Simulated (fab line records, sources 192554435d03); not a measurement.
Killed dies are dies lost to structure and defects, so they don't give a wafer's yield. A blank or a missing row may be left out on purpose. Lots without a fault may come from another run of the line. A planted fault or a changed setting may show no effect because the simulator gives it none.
A struck lot beside a sound one | flow n5_finfet | 16 steps out of a route of 1938
Sound: wafers L107.1, L107.2, L107.4. Struck: wafers L123.3, L123.4, L123.6. The cause comes at the end.
At each step with rows: each side's tool, then ch and its chambers, then its first start. Under that, the readings that differ: sound wafers | struck wafers | difference of the means | sigmas: that difference in standard deviations of wafers without a fault.
alike: readings whose means differ by less than 2 such deviations, and words and numbers that are the same on both sides. not compared: withheld readings, readings that some wafer has no value for, bounds like >300 that may hide the same value, and numbers for which the record gives no deviation and whose values overlap.
The two part at a step that has a row with sigmas, a row that says differs or no value, or rows on one side only. Numbers that don't overlap but have no deviation are shown without sigmas and don't part them. A reading that every wafer of one side lacks parts them only if that side has two wafers or more.

first, 7 steps without rows for these wafers: N5_WELL_APT_COAT_02 (resist thk 950 nm); N5_WELL_APT_EBR_04; N5_WELL_APT_SOFTBAKE_03 (time 60 s); N5_WELL_APT_EXPOSE_05 (exposes mask NWELL, defocus 0 nm, target cd 200 nm); N5_WELL_APT_PEB_06 (peb time 90 s); N5_WELL_APT_DEVELOP_07 (develop time 45 s); N5_WELL_APT_HARDBAKE_12 (time 120 s).
N5_WELL_APT_CD_MEAS_08: target cd 200 nm.
  sound on cd_sem-02 ch 0, day 2 01:41; struck on cd_sem-03 ch 0, day 6 01:37
  alike: cd_nm
N5_WELL_APT_OVL_MEAS_09:
  sound on overlay-01 ch 0, day 2 01:43; struck on overlay-01 ch 0, day 6 01:38
  alike: NWELL_OVL
N5_WELL_APT_INSPECT_10: inspects for defects (macro).
  sound on defect_inspect-01, day 2 01:44; struck on defect_inspect-01, day 6 01:40
  alike: raw_defect_count
N5_WELL_APT_DESCUM_13: chemistry O2, time 7.9 s.
  sound on rie_diel-02 ch 0,1,2, day 2 01:54; struck on rie_diel-01 ch 0,2, day 6 03:02
  alike: drypump_motor_current_A, oes_product_au, rf_vpp_V, showerhead_plenum_p_Torr, throttle_valve_pct
  not compared: rf_hours_counter_h
then, 1 step without rows for these wafers: N5_WELL_APT_IMPLANT_14.
N5_WELL_APT_IMPLANT_15:
  sound on implanter-01 ch 0, day 2 02:11; struck on implanter-02 ch 0, day 6 03:22
  reading                   | sound                | struck               | difference | sigmas
  beam_energy_keV           | 25.002 24.999 25.004 | 31.417 31.406 31.401 | +6.406     | +99 or more
  model.implant.rp_nm (nm)  | 18.45 18.45 18.45    | 22.41 22.41 22.41    | +3.96      |
  model.implant.drp_nm (nm) | 8.457 8.457 8.457    | 9.972 9.972 9.972    | +1.515     |
then, 1 step without rows for these wafers: N5_WELL_APT_STRIP_16 (strips in SPM, time 900 s).
-- the record jumps here: 8 days lie between the struck wafers' starts before and after (it left off in module WELL_APT and takes up again in module BEOL_M4, whose first step shown is number 1111 of the route) --
N5_BEOL_M4_RC_MEAS_101:
  sound on prober-02 ch 0, day 8 20:29; struck on prober-01 ch 0, day 14 00:52
  alike: DIBL_N, DIBL_P, IOFF_N, IOFF_P, ION_N, ION_P, SS_N, SS_P, VT_N, VT_P
-- the record jumps here: 5 days lie between the struck wafers' starts before and after (it left off in module BEOL_M4 and takes up again in module PASSIVATION, whose first step shown is number 1936 of the route) --
N5_PASSIVATION_PROBE_49:
  sound on prober-02, day 13 09:58; struck on prober-02, day 19 01:34
  reading             | sound    | struck   | difference | sigmas
  killed_at_front_end | 40 72 38 | 39 12 29 | -23        | -2
  alike: defect_limited_yield, killed_at_M0_to_M3, killed_at_M4_up, killed_at_contacts, killed_at_other, killed_dies, killed_open, killed_short, sort_bin_5_function, sort_bin_6_memory, sort_n_pass, sort_yield_pct

WHERE THEY PART
First at N5_WELL_APT_IMPLANT_15; last, within this record, at N5_PASSIVATION_PROBE_49.

WHY: what the simulator had put in
Process parameter drift: implanter-02, from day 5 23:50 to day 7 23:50, at N5_WELL_APT_IMPLANT_15. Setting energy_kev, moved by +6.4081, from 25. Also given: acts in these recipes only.
